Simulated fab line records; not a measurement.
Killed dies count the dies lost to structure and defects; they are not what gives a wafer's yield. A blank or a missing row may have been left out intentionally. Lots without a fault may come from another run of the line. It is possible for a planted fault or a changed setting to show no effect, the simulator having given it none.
Matching of chambers ; flow n5_finfet ; N5_STI_FIN_REVEAL_ALD_14 on ald_sin-01 has 4 sister chambers
The step deposits Si3N4, target thk 3 nm. 8 wafers are shown with their chamber, then 7 later ones without.

EACH WAFER AND ITS CHAMBER
wafer;chamber;heater_power_w (W)
L080.1;2;1016
L080.4;3;721
L080.5;2;970
L081.1;3;726
L081.3;1;709
L081.6;0;716
L083.3;1;703
L083.4;0;704

WAFERS MISSING THEIR CHAMBER
wafer;heater_power_w (W)
L083.5;718
L084.1;718
L084.2;962
L084.4;701
L089.2;684
L089.3;1011
L089.6;1021

WHICH CHAMBER EACH WENT THROUGH
wafer;from the rows above;in truth
L083.5;can't be placed: 3 or 0 or 1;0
L084.1;can't be placed: 3 or 0 or 1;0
L084.2;2;2
L084.4;can't be placed: 1 or 0 or 3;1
L089.2;can't be placed: 1 or 0 or 3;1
L089.3;2;2
L089.6;2;2
3 of 7 placed correctly. Not placeable from these rows: 4 (in 4, the candidates include the true chamber). Number placed wrongly: 0.
How it was worked out, from the rows above alone: a wafer's distance from a chamber is the root of the sum, over the readings, of the square of ((its reading less the chamber's mean) divided by the reading's scatter). If the next closest chamber is less than 2 further off than the closest, the wafer can't be placed; otherwise it belongs to the closest. For every chamber, the mean is computed from those of its wafers that are shown. The scatter: the root of (the sum of the squares of (reading less its chamber's mean) over the shown wafers, divided by (wafers less chambers)).
